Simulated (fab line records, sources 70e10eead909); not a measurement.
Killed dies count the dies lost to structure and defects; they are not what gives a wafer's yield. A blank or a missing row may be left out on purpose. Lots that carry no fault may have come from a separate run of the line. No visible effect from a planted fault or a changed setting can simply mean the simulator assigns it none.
fab line records	flow nand-harc
record: lots: 5	wafers: 15	last-day: 24
route steps=1159 shown THIN_TSV@1127 END@1158
lots with no fault: from the same line, run without faults
start-h: the number of hours between the record's first day and the start of the first shown wafer of the lot	wait-h: time in hours since the lot's previous step	" repeats the value in the row above	L1.1+2: several wafers, shown together as one row	- no value, or no start given	* or withheld: withheld	< > ~ a bound
route shown NAME@n: a module of which the file shows steps, and the number in the route of the first	usual: mean and standard deviation over wafers with no fault	same: alike in all rows	chamber/n: place in a boat	sites: the reading at each site	_std_site: standard deviation across them	_edge_site: outer sites' mean less inner sites'	radius-mm: for every site, how far away it sits from the centre of the wafer	mask NAME#n: copy n	behind: the tool/chamber that last shaped the wafer	hold: why the lot went on hold/how many hours it stayed there/how the hold came to an end	device: which transistor (n, p or np) failed to switch	end of line: the route-end tests of the same wafers	where a step has no rows: the recipe by itself	killed: not the wafer's yield, but the dies lost to structure and defects at the first sort	map: a wafer's dies, x killed, . not, _ none there
set.NAME: the run value of the setting; set.NAME@STEP: its run value at that earlier step	model.NAME: the simulator's own value behind a step, which no gauge read
lots at selected steps of the route; one table per step, one row per wafer
services: when a tool's chamber went out of use (start-h, in hours from the record's first day, below 0 if earlier), for how many hours, and the reason
== steps ==
step: NHARC_THIN_TSV_DEGAS_49
recipe: temp-c: 300	time-s: 120
usual: heater-power-w: 461/50
same: time-s: 120
lot.wafer	tool	chamber	start-h	wait-h	heater-power-w
L074.3	pvd-sputter-03	-	426.15	0.1	509
L074.1	"	-	"	"	473
L074.5	"	-	"	"	594
L079.4	pvd-sputter-01	-	458.67	0.2	436
L079.5	"	-	"	"	488
L079.6	"	-	"	"	434
L091.1	pvd-sputter-01	-	532.05	0.1	483
L091.3	"	-	"	"	428
L091.2	"	-	"	"	404
L094.4	pvd-sputter-03	-	549.63	0.1	587
L094.2	"	-	"	"	497
L094.6	"	-	"	"	581
L095.1	pvd-sputter-02	-	558.71	0.1	415
L095.6	"	-	"	"	455
L095.5	"	-	"	"	425
step: NHARC_THIN_TSV_PRE_CLEAN_50
recipe: time-s: 30	temp-c: 280	gas: H2/He
usual: heater-power-w: 406/43
same: time-s: 30
lot.wafer	tool	chamber	start-h	wait-h	heater-power-w
L074.1	pvd-sputter-03	-	-	-	458
L074.3	"	-	"	"	400
L074.5	"	-	"	"	454
L079.4	pvd-sputter-01	-	-	-	363
L079.6	"	-	"	"	378
L079.5	"	-	"	"	362
L091.2	pvd-sputter-01	-	-	-	423
L091.3	"	-	"	"	389
L091.1	"	-	"	"	370
L094.4	pvd-sputter-03	-	-	-	399
L094.2	"	-	"	"	444
L094.6	"	-	"	"	398
L095.1	pvd-sputter-02	-	-	-	444
L095.5	"	-	"	"	459
L095.6	"	-	"	"	384
step: NHARC_THIN_TSV_PVD_19
recipe: target-thk-a: 200	chamber-pressure-pa: 5	material: TaN
usual: throttle-valve-pct: 30.6/1
lot.wafer	tool	chamber	start-h	wait-h	throttle-valve-pct
L074.3	pvd-sputter-03	-	-	-	30.8
L074.1	"	-	"	"	30.5
L074.5	"	-	"	"	30.5
L079.4	pvd-sputter-01	-	-	-	31.5
L079.5	"	-	"	"	31.8
L079.6	"	-	"	"	31.3
L091.3	pvd-sputter-01	-	-	-	31.7
L091.2	"	-	"	"	31.4
L091.1	"	-	"	"	28.6
L094.2	pvd-sputter-03	-	-	-	31.4
L094.4	"	-	"	"	31.1
L094.6	"	-	"	"	30.6
L095.1	pvd-sputter-02	-	-	-	30.7
L095.5	"	-	"	"	30.1
L095.6	"	-	"	"	28.8
step: NHARC_THIN_TSV_PVD_51
recipe: target-thk-a: 1000	chamber-pressure-pa: 5	material: Cu
usual: throttle-valve-pct: 30.5/1
lot.wafer	tool	chamber	start-h	wait-h	throttle-valve-pct
L074.3	pvd-sputter-03	-	-	-	30.5
L074.1	"	-	"	"	31.3
L074.5	"	-	"	"	30.5
L079.4	pvd-sputter-01	-	-	-	31.6
L079.5	"	-	"	"	31.1
L079.6	"	-	"	"	31.5
L091.3	pvd-sputter-01	-	-	-	31.6
L091.1	"	-	"	"	31.5
L091.2	"	-	"	"	31.3
L094.4	pvd-sputter-03	-	-	-	31.6
L094.2	"	-	"	"	30.9
L094.6	"	-	"	"	31.6
L095.1	pvd-sputter-02	-	-	-	30.7
L095.5	"	-	"	"	30.4
L095.6	"	-	"	"	28.5
step: NHARC_THIN_TSV_ECD_20
recipe: target-thk-a: 20000	material: Cu
lot.wafer	tool	chamber	start-h	wait-h
L074.1+3+5	ecd-cu-02	1	426.68	-
L079.4+6+5	ecd-cu-02	1,1,0	459.42	-
L091.2+1+3	ecd-cu-01	0,1,0	532.50	-
L094.2+4+6	ecd-cu-02	0,1,1	550.07	-
L095.1+5+6	ecd-cu-01	0,0,1	559.15	-
step: NHARC_THIN_TSV_ANNEAL_52
recipe: temp-c: 225	time-s: 90
usual: wafer_temp_C_max: 226.3/0.43
same: time-s: 90
lot.wafer	tool	chamber	start-h	wait-h	wafer_temp_C_max
L074.1	rtp-anneal-01	0	427.31	0.5	225.9
L074.3	"	0	"	"	225.8
L074.5	"	0	"	"	225.9
L079.4	rtp-anneal-01	0	460.11	0.6	225.8
L079.5	"	0	"	"	225.8
L079.6	"	0	"	"	226.1
L091.1	rtp-anneal-02	0	533.26	0.6	226.5
L091.2	"	0	"	"	226.4
L091.3	"	0	"	"	227.2
L094.2	rtp-anneal-02	0	550.85	0.7	226.8
L094.4	"	0	"	"	227.2
L094.6	"	0	"	"	226.7
L095.1	rtp-anneal-01	0	559.89	0.6	226.1
L095.5	"	0	"	"	226.2
L095.6	"	0	"	"	225.9
step: NHARC_THIN_TSV_CMP_21
recipe: t-overpolish-s: 30	target-thk-nm: 2000
usual: motor-current-A: 12.2/1.2	overpolish-run-s: 30.001/0.0087
lot.wafer	tool	chamber	start-h	wait-h	motor-current-A	overpolish-run-s
L074.1	cmp-04	2	427.68	-	13.9	29.998
L074.3	"	0	"	"	13.7	30.005
L074.5	"	2	"	"	14.0	29.999
L079.4	cmp-01	1	460.33	-	11.3	30.009
L079.6	"	0	"	"	10.9	29.995
L079.5	"	1	"	"	10.7	29.992
L091.1	cmp-02	2	533.63	-	11.6	30.014
L091.2	"	3	"	"	11.8	29.996
L091.3	"	0	"	"	12.5	29.994
L094.4	cmp-02	2	551.17	-	12.1	29.996
L094.2	"	0	"	"	14.1	30.020
L094.6	"	1	"	"	11.9	29.994
L095.1	cmp-04	3	560.32	-	11.0	29.996
L095.5	"	0	"	"	12.9	30.002
L095.6	"	1	"	"	10.8	29.993
step: NHARC_THIN_TSV_SRD_23
lot.wafer	tool	chamber	start-h	wait-h
L074.1+3+5	wet-bench-08	6,1,3	428.01	0.0
L079.4+5+6	wet-bench-10	3,5,0	460.67	0.0
L091.2+3+1	wet-bench-10	6,7,1	533.97	0.0
L094.6+2+4	wet-bench-08	7,0,1	551.51	0.0
L095.1+6+5	wet-bench-10	5,7,0	560.60	0.0
step: NHARC_THIN_TSV_DEGAS_53
recipe: temp-c: 300	time-s: 60
usual: heater-power-w: 458/47
same: time-s: 60
lot.wafer	tool	chamber	start-h	wait-h	heater-power-w
L074.1	pvd-sputter-01	-	428.12	0.1	422
L074.3	"	-	"	"	475
L074.5	"	-	"	"	420
L079.4	pvd-sputter-01	-	460.76	0.1	427
L079.6	"	-	"	"	439
L079.5	"	-	"	"	405
L091.1	pvd-sputter-03	-	534.07	0.1	440
L091.2	"	-	"	"	503
L091.3	"	-	"	"	574
L094.4	pvd-sputter-01	-	551.60	0.1	409
L094.2	"	-	"	"	475
L094.6	"	-	"	"	405
L095.1	pvd-sputter-01	-	560.72	0.1	444
L095.6	"	-	"	"	418
L095.5	"	-	"	"	409
step: NHARC_THIN_TSV_PRE_CLEAN_54
recipe: time-s: 30	temp-c: 280	gas: H2/He
usual: heater-power-w: 405/42
same: time-s: 30
lot.wafer	tool	chamber	start-h	wait-h	heater-power-w
L074.1	pvd-sputter-01	-	428.20	0.1	417
L074.3	"	-	"	"	380
L074.5	"	-	"	"	349
L079.4	pvd-sputter-01	-	460.83	0.1	423
L079.5	"	-	"	"	426
L079.6	"	-	"	"	388
L091.2	pvd-sputter-03	-	534.13	0.0	437
L091.3	"	-	"	"	511
L091.1	"	-	"	"	397
L094.2	pvd-sputter-01	-	551.70	0.1	361
L094.4	"	-	"	"	410
L094.6	"	-	"	"	358
L095.1	pvd-sputter-01	-	560.79	0.1	375
L095.5	"	-	"	"	418
L095.6	"	-	"	"	374
step: NHARC_THIN_TSV_PVD_55
recipe: target-thk-a: 500	material: TiN
lot.wafer	tool	chamber	start-h	wait-h
L074.1+3+5	pvd-sputter-01	-	428.26	0.0
L079.4+5+6	pvd-sputter-01	-	460.93	0.1
L091.3+2+1	pvd-sputter-03	-	534.21	0.1
L094.2+4+6	pvd-sputter-01	-	551.75	0.0
L095.1+6+5	pvd-sputter-01	-	560.91	0.1
step: NHARC_THIN_TSV_PVD_24
recipe: target-thk-a: 8000	power-w: withheld	chamber-pressure-pa: withheld	substrate-temp-c: withheld	time-s: withheld	gas: Ar	material: Al
lot.wafer	tool	chamber	start-h	wait-h
L074.1+3+5	pvd-sputter-01	-	428.46	0.2
L079.4+6+5	pvd-sputter-01	-	461.23	0.3
L091.1+3+2	pvd-sputter-03	-	534.36	0.1
L094.4+2+6	pvd-sputter-01	-	552.01	0.2
L095.1+6+5	pvd-sputter-01	-	560.99	0.1
step: NHARC_THIN_TSV_DEHYDRATE_25
recipe: temp-c: 150	time-s: 120
usual: heater-power-total-W: 182.4/1.3
same: time-s: 120
lot.wafer	tool	chamber	start-h	wait-h	heater-power-total-W
L074.1	litho-track-05	0	428.82	-	181.0
L074.3	"	0	"	"	181.0
L074.5	"	0	"	"	183.3
L079.4	litho-track-05	0	461.47	-	184.3
L079.5	"	0	"	"	184.8
L079.6	"	0	"	"	182.5
L091.1	litho-track-07	0	534.77	-	184.9
L091.2	"	0	"	"	181.5
L091.3	"	0	"	"	180.9
L094.2	litho-track-07	0	552.32	-	183.9
L094.4	"	0	"	"	181.8
L094.6	"	0	"	"	182.7
L095.1	litho-track-07	0	561.41	-	181.0
L095.5	"	0	"	"	182.7
L095.6	"	0	"	"	182.8
step: NHARC_THIN_TSV_HMDS_26
recipe: time-s: 30
same: time-s: 30
lot.wafer	tool	chamber	start-h	wait-h
L074.1+3+5	litho-track-05	0	-	-
L079.4+5+6	litho-track-05	0	-	-
L091.1+2+3	litho-track-07	0	-	-
L094.2+4+6	litho-track-07	0	-	-
L095.1+5+6	litho-track-07	0	-	-
step: NHARC_THIN_TSV_COAT_27
recipe: spin-rpm: *
lot.wafer	tool	chamber	start-h	wait-h
L074.1+3+5	litho-track-05	0	-	-
L079.4+5+6	litho-track-05	0	-	-
L091.1+2+3	litho-track-07	0	-	-
L094.2+4+6	litho-track-07	0	-	-
L095.1+5+6	litho-track-07	0	-	-
step: NHARC_THIN_TSV_SOFTBAKE_28
recipe: temp-c: 122	time-s: 95
usual: heater-power-total-W: 160.0/0.48
same: time-s: 95
lot.wafer	tool	chamber	start-h	wait-h	heater-power-total-W
L074.1	litho-track-05	0	-	-	160.6
L074.3	"	0	"	"	160.0
L074.5	"	0	"	"	160.5
L079.4	litho-track-05	0	-	-	160.5
L079.5	"	0	"	"	159.9
L079.6	"	0	"	"	160.7
L091.1	litho-track-07	0	-	-	160.5
L091.2	"	0	"	"	160.6
L091.3	"	0	"	"	160.0
L094.2	litho-track-07	0	-	-	159.5
L094.4	"	0	"	"	160.3
L094.6	"	0	"	"	159.4
L095.1	litho-track-07	0	-	-	160.2
L095.5	"	0	"	"	159.2
L095.6	"	0	"	"	159.9
step: NHARC_THIN_TSV_EBR_29
lot.wafer	tool	chamber	start-h	wait-h
L074.1+3+5	litho-track-05	0	-	-
L079.4+5+6	litho-track-05	0	-	-
L091.1+2+3	litho-track-07	0	-	-
L094.2+4+6	litho-track-07	0	-	-
L095.1+5+6	litho-track-07	0	-	-
step: NHARC_THIN_TSV_EXPOSE_30
recipe: na: 0.55	dose-mj: 11.47	mask-id: PAD
lot.wafer	tool	chamber	start-h	wait-h	mask
L074.1+3+5	krf-scanner-03	0	429.09	-	PAD#0
L079.4+5+6	krf-scanner-02	0	461.76	-	PAD#0
L091.1+2+3	krf-scanner-02	0	534.91	-	PAD#0
L094.2+4+6	krf-scanner-03	0	552.60	-	PAD#0
L095.1+5+6	krf-scanner-01	0	561.68	-	PAD#0
step: NHARC_THIN_TSV_PEB_31
recipe: peb-temp-c: 118	peb-time-s: 85
usual: heater-power-total-W: 163.99/0.26
lot.wafer	tool	chamber	start-h	wait-h	heater-power-total-W
L074.1	litho-track-07	0	429.16	0.1	164.06
L074.3	"	0	"	"	164.18
L074.5	"	0	"	"	163.93
L079.4	litho-track-05	0	461.81	0.0	164.19
L079.5	"	0	"	"	163.66
L079.6	"	0	"	"	164.27
L091.1	litho-track-02	0	534.98	0.1	164.19
L091.2	"	0	"	"	163.60
L091.3	"	0	"	"	163.68
L094.2	litho-track-05	0	552.66	0.1	163.69
L094.4	"	0	"	"	164.32
L094.6	"	0	"	"	164.39
L095.1	litho-track-07	0	561.74	0.1	163.73
L095.5	"	0	"	"	163.64
L095.6	"	0	"	"	163.70
step: NHARC_THIN_TSV_DEVELOP_32
recipe: time-s: 70
same: time-s: 70
lot.wafer	tool	chamber	start-h	wait-h
L074.1+3+5	litho-track-07	0	-	-
L079.4+5+6	litho-track-05	0	-	-
L091.1+2+3	litho-track-02	0	-	-
L094.2+4+6	litho-track-05	0	-	-
L095.1+5+6	litho-track-07	0	-	-
step: NHARC_THIN_TSV_CD_MEAS_33
recipe: target-cd-nm: 5000	landing-energy-ev: 500
usual: cd-nm: 5000.0/1.5
same: landing-energy-ev: 500
lot.wafer	tool	chamber	start-h	wait-h	cd-nm
L074.1	cd-sem-03	0	429.25	-	4998.0
L074.3	"	0	"	"	4997.6
L074.5	"	0	"	"	4999.8
L079.4	cd-sem-02	0	461.91	-	5001.1
L079.5	"	0	"	"	5000.2
L079.6	"	0	"	"	5000.2
L091.1	cd-sem-02	0	535.07	-	5001.3
L091.2	"	0	"	"	4999.6
L091.3	"	0	"	"	4999.3
L094.2	cd-sem-03	0	552.75	-	4999.7
L094.4	"	0	"	"	5001.6
L094.6	"	0	"	"	5000.7
L095.1	cd-sem-02	0	561.83	-	4997.9
L095.5	"	0	"	"	4998.7
L095.6	"	0	"	"	4999.4
step: NHARC_THIN_TSV_HARDBAKE_34
recipe: temp-c: 125	time-s: 80
usual: heater-power-total-W: 184.0/0.73
same: time-s: 80
lot.wafer	tool	chamber	start-h	wait-h	heater-power-total-W
L074.1	litho-track-05	0	429.33	-	183.1
L074.3	"	0	"	"	182.8
L074.5	"	0	"	"	183.2
L079.4	litho-track-07	0	461.99	-	184.7
L079.5	"	0	"	"	183.6
L079.6	"	0	"	"	183.4
L091.1	litho-track-05	0	535.15	-	183.3
L091.2	"	0	"	"	184.5
L091.3	"	0	"	"	183.7
L094.2	litho-track-02	0	552.83	-	184.0
L094.4	"	0	"	"	184.4
L094.6	"	0	"	"	184.5
L095.1	litho-track-05	0	561.92	-	182.8
L095.5	"	0	"	"	183.4
L095.6	"	0	"	"	183.9
step: NHARC_THIN_TSV_DESCUM_35
recipe: time-s: 3	o2-flow-sccm: 200	ar-flow-sccm: 0	bias-power-w: 0	chemistry: O2
usual: drypump-motor-current-A: 5.8/0.37	oes-product-au: 1.000/0.0065	rf-vpp-V: 57.7/0.91	showerhead-plenum-p-Torr: 1.88/0.083	throttle-valve-pct: 11.311/0.0096
same: time-s: 3
lot.wafer	tool	chamber	start-h	wait-h	drypump-motor-current-A	oes-product-au	rf-hours-counter-h	rf-vpp-V	showerhead-plenum-p-Torr	throttle-valve-pct
L074.3	rie-diel-10	0	429.44	-	5.4	0.991	4	58.7	1.84	11.316
L074.1	"	1	"	"	5.5	1.008	4	58.1	1.87	11.310
L074.5	"	3	"	"	6.1	1.001	-	56.2	1.79	11.326
L079.4	rie-diel-10	0	462.07	-	5.4	1.003	8	55.2	1.84	11.297
L079.6	"	3	"	"	6.1	1.000	-	57.2	1.79	11.302
L079.5	"	0	"	"	5.4	0.995	-	57.8	1.84	11.309
L091.3	rie-diel-08	3	535.26	-	5.4	0.998	3	56.7	1.82	11.307
L091.1	"	0	"	"	6.3	0.998	3	57.4	1.86	11.304
L091.2	"	2	"	"	5.9	1.004	4	58.3	1.81	11.303
L094.2	rie-diel-10	3	552.91	-	6.1	0.993	1	57.5	1.79	11.318
L094.4	"	2	"	"	6.0	1.008	1	58.2	1.87	11.305
L094.6	"	0	"	"	5.4	0.980	-	58.7	1.84	11.294
L095.1	rie-diel-13	3	562.00	-	5.2	1.000	11	56.7	1.86	11.327
L095.5	"	3	"	"	5.2	1.001	-	58.1	1.86	11.310
L095.6	"	0	"	"	6.5	1.003	-	58.2	2.04	11.316
step: NHARC_THIN_TSV_ETCH_59
recipe: target-depth-a: 8800	icp-w: 900	bias-w: 100	Cl2_flow_sccm: 60	bcl3-flow-sccm: 30	time-s: 138.1	chemistry: Cl2/BCl3
usual: drypump-motor-current-A: 6.34/0.29	oes-product-au: 1.003/0.0086	throttle-valve-pct: 22.264/0.0088
same: time-s: 138.1
lot.wafer	tool	chamber	start-h	wait-h	drypump-motor-current-A	oes-product-au	rf-hours-counter-h	throttle-valve-pct
L074.1	rie-metal-03	1	429.54	0.1	6.20	0.997	4.4	22.267
L074.3	"	0	"	"	6.46	1.014	-	22.271
L074.5	"	1	"	"	6.20	1.008	-	22.269
L079.4	rie-metal-03	0	462.26	0.2	6.48	1.001	-	22.263
L079.6	"	0	"	"	6.45	0.991	-	22.255
L079.5	"	1	"	"	6.21	1.008	-	22.258
L091.1	rie-metal-03	1	535.39	0.1	6.22	1.009	2.4	22.273
L091.2	"	0	"	"	6.46	0.994	2.4	22.270
L091.3	"	0	"	"	6.51	1.001	-	22.273
L094.2	rie-metal-01	1	553.04	0.1	6.36	1.001	0.8	22.268
L094.4	"	1	"	"	6.35	1.003	-	22.274
L094.6	"	0	"	"	6.64	1.010	-	22.254
L095.1	rie-metal-01	1	562.16	0.1	6.36	0.996	1.3	22.269
L095.5	"	0	"	"	6.67	1.011	-	22.258
L095.6	"	1	"	"	6.37	1.019	-	22.263
step: NHARC_THIN_TSV_ETCH_36
recipe: target-depth-a: 650	over-etch-frac: 0.3	time-s: 18.571	ion-energy-ev: 150	chemistry: Cl2/BCl3
usual: drypump-motor-current-A: 6.33/0.29	oes-product-au: 1.001/0.0078
same: time-s: 18.571
lot.wafer	tool	chamber	start-h	wait-h	drypump-motor-current-A	oes-product-au	rf-hours-counter-h
L074.1	rie-metal-03	1	429.80	0.2	6.22	1.001	4.6
L074.3	"	0	"	"	6.47	1.018	-
L074.5	"	0	"	"	6.48	1.011	-
L079.4	rie-metal-03	0	462.46	0.2	6.49	0.998	-
L079.5	"	0	"	"	6.50	0.996	-
L079.6	"	1	"	"	6.22	0.995	-
L091.2	rie-metal-03	0	535.65	0.2	6.47	0.992	2.5
L091.1	"	1	"	"	6.22	0.993	2.5
L091.3	"	1	"	"	6.20	0.999	-
L094.2	rie-metal-01	0	553.30	0.2	6.68	1.013	1.0
L094.4	"	0	"	"	6.66	1.016	-
L094.6	"	1	"	"	6.36	1.006	-
L095.1	rie-metal-01	1	562.38	0.2	6.36	1.005	1.4
L095.6	"	0	"	"	6.63	1.012	-
L095.5	"	1	"	"	6.39	1.010	-
step: NHARC_THIN_TSV_STRIP_56
recipe: power-w: 1500	temp-c: 250	chemistry: O2
usual: drypump-motor-current-A: 5.4/0.38	heater-power-w: 314/15
lot.wafer	tool	chamber	start-h	wait-h	drypump-motor-current-A	heater-power-w	rf-hours-counter-h
L074.1	plasma-asher-02	1	429.94	0.1	5.0	301	20
L074.3	"	1	"	"	5.0	294	-
L074.5	"	1	"	"	5.0	303	-
L079.4	plasma-asher-02	1	462.69	0.2	5.0	304	-
L079.5	"	0	"	"	5.9	339	-
L079.6	"	1	"	"	5.0	300	-
L091.1	plasma-asher-02	1	536.05	0.4	5.1	300	72
L091.2	"	0	"	"	5.8	333	72
L091.3	"	1	"	"	5.1	296	-
L094.2	plasma-asher-02	1	554.80	1.5	5.1	314	8
L094.4	"	1	"	"	5.1	301	-
L094.6	"	0	"	"	5.8	333	-
L095.1	plasma-asher-02	0	563.26	0.9	5.8	331	16
L095.5	"	0	"	"	5.8	326	-
L095.6	"	1	"	"	5.1	316	-
step: NHARC_THIN_TSV_STRIP_57
recipe: time-s: 1200	temp-c: 72.5	chemistry: post-etch-residue-remover
same: time-s: 1200
lot.wafer	tool	chamber	start-h	wait-h
L074.1+3+5	wet-bench-08	4,6,0	430.26	0.3
L079.4+6+5	wet-bench-10	6,7,0	462.90	0.2
L091.1+3+2	wet-bench-10	7,0,1	536.41	0.3
L094.4+2+6	wet-bench-08	2,5,6	555.15	0.2
L095.5+1+6	wet-bench-08	0,1,4	563.62	0.1
step: NHARC_THIN_TSV_CD_MEAS_37
usual: cd-nm: 5000.2/1.9
lot.wafer	tool	chamber	start-h	wait-h	cd-nm
L074.1	cd-sem-01	-	430.69	-	4997.8
L074.3	"	-	"	"	4998.1
L074.5	"	-	"	"	4999.3
L079.4	cd-sem-01	-	463.35	-	5001.6
L079.5	"	-	"	"	5000.9
L079.6	"	-	"	"	5001.1
L091.1	cd-sem-01	-	536.85	-	5004.9
L091.2	"	-	"	"	4999.1
L091.3	"	-	"	"	5000.5
L094.2	cd-sem-02	-	555.59	-	5002.3
L094.4	"	-	"	"	5000.9
L094.6	"	-	"	"	5002.7
L095.1	cd-sem-02	-	564.05	-	4999.6
L095.5	"	-	"	"	5000.0
L095.6	"	-	"	"	4999.5
step: NHARC_THIN_TSV_ANNEAL_58
recipe: temp-c: 400	time-s: 1800
usual: zone-power-lower-pct: 4.47/0.15	zone-power-top-pct: 9.74/0.21
same: time-s: 1800
lot.wafer	tool	chamber	start-h	wait-h	zone-power-lower-pct	zone-power-top-pct
L074.1	furnace-08	0	433.68	3.0	4.67	9.81
L074.3	"	0	"	"	4.53	10.05
L074.5	"	0	"	"	4.59	9.95
L079.4	furnace-07	0	466.10	2.8	4.59	9.74
L079.5	"	0	"	"	4.50	9.64
L079.6	"	0	"	"	4.57	9.74
L091.1	furnace-07	0	541.57	4.7	4.59	9.58
L091.2	"	0	"	"	4.63	9.72
L091.3	"	0	"	"	4.57	9.70
L094.2	furnace-07	0	558.25	2.7	4.48	9.57
L094.4	"	0	"	"	4.59	9.69
L094.6	"	0	"	"	4.53	9.73
L095.1	furnace-08	0	567.05	3.0	4.55	9.80
L095.5	"	0	"	"	4.53	10.16
L095.6	"	0	"	"	4.55	9.95
step: NHARC_THIN_TSV_INSPECT_40
usual: raw-defect-count: 489/77
lot.wafer	tool	chamber	start-h	wait-h	raw-defect-count
L074.1	defect-inspect-01	-	435.14	0.4	491
L074.3	"	-	"	"	405
L074.5	"	-	"	"	338
L079.4	defect-inspect-02	-	467.57	0.4	403
L079.5	"	-	"	"	461
L079.6	"	-	"	"	480
L091.1	defect-inspect-02	-	543.00	0.4	484
L091.2	"	-	"	"	417
L091.3	"	-	"	"	509
L094.2	defect-inspect-01	-	559.69	0.4	522
L094.4	"	-	"	"	438
L094.6	"	-	"	"	623
L095.1	defect-inspect-02	-	568.50	0.4	439
L095.5	"	-	"	"	450
L095.6	"	-	"	"	389
step: NHARC_END_WLT_00
usual: VT_DECK1_BOTTOM: 0.870/0.007	VT_DECK1_BOTTOM_INNER: 0.870/0.0077	VT_DECK1_MEDIAN_NEAR_BOTTOM: 0.871/0.0076	VT_DECK1_MEDIAN_NEAR_BOTTOM_INNER: 0.871/0.0064	VT_DECK1_MIDDLE: 0.882/0.0076	VT_DECK1_MIDDLE_INNER: 0.883/0.0072	VT_DECK1_TOP: 0.894/0.008	VT_DECK1_TOP_INNER: 0.894/0.0077
lot.wafer	tool	chamber	start-h	wait-h	VT_DECK1_BOTTOM	VT_DECK1_BOTTOM_INNER	VT_DECK1_MEDIAN_NEAR_BOTTOM	VT_DECK1_MEDIAN_NEAR_BOTTOM_INNER	VT_DECK1_MIDDLE	VT_DECK1_MIDDLE_INNER	VT_DECK1_TOP	VT_DECK1_TOP_INNER
L074.1	prober-01	-	435.19	0.0	0.871	0.885	0.874	0.869	0.895	0.891	0.905	0.912
L074.3	"	-	436.19	1.1	0.877	0.877	0.876	0.876	0.896	0.893	0.904	0.900
L074.5	"	-	437.20	2.1	0.880	0.869	0.874	0.879	0.888	0.893	0.907	0.907
L079.4	prober-01	-	469.11	1.5	0.863	0.861	0.859	0.864	0.871	0.876	0.881	0.890
L079.5	"	-	"	"	0.866	0.863	0.867	0.867	0.868	0.869	0.889	0.886
L079.6	"	-	"	"	0.861	0.863	0.861	0.855	0.870	0.873	0.880	0.892
L091.1	prober-01	-	543.05	0.0	0.870	0.874	0.874	0.879	0.901	0.893	0.906	0.909
L091.2	"	-	"	"	0.874	0.882	0.878	0.881	0.894	0.891	0.905	0.910
L091.3	"	-	"	"	0.881	0.884	0.889	0.876	0.898	0.891	0.901	0.907
L094.2	prober-01	-	560.24	0.5	0.861	0.866	0.876	0.859	0.875	0.868	0.886	0.883
L094.4	"	-	"	"	0.867	0.867	0.866	0.867	0.868	0.875	0.879	0.877
L094.6	"	-	562.23	2.5	0.863	0.867	0.860	0.871	0.874	0.874	0.882	0.879
L095.1	prober-01	-	568.55	0.0	0.884	0.878	0.884	0.880	0.889	0.882	0.897	0.901
L095.5	"	-	570.55	2.0	0.871	0.867	0.879	0.875	0.892	0.881	0.894	0.897
L095.6	"	-	"	"	0.874	0.874	0.878	0.878	0.882	0.886	0.896	0.891
== services ==
tool	chamber	start-h	hours	kind
rie-diel-10	-	402.67	1.7	repair
wet-bench-08	-	406.40	8.0	pm
litho-track-05	-	412.00	7.0	pm
krf-scanner-02	-	417.15	5.1	repair
cmp-02	-	422.62	4.0	pm
wet-bench-10	-	423.20	8.0	pm
cmp-04	-	424.51	1.5	repair
pvd-sputter-03	-	436.57	2.1	repair
pvd-sputter-03	-	450.87	2.6	repair
rie-metal-03	-	453.00	9.0	pm
pvd-sputter-03	-	458.00	10.0	pm
rie-metal-01	-	466.55	1.1	repair
plasma-asher-02	-	468.51	1.5	repair
rie-diel-10	3	506.15	4.5	repair
rie-metal-01	-	509.00	9.0	pm
litho-track-02	-	515.00	7.0	pm
pvd-sputter-02	-	517.48	4.4	repair
pvd-sputter-01	-	517.96	10.0	pm
rie-diel-10	-	530.71	9.0	pm
ecd-cu-02	-	532.15	8.0	pm
plasma-asher-02	-	537.61	9.0	pm
litho-track-07	-	539.00	7.0	pm
furnace-07	-	552.00	6.2	repair
pvd-sputter-03	-	556.85	1.4	repair
== key ==
fault none
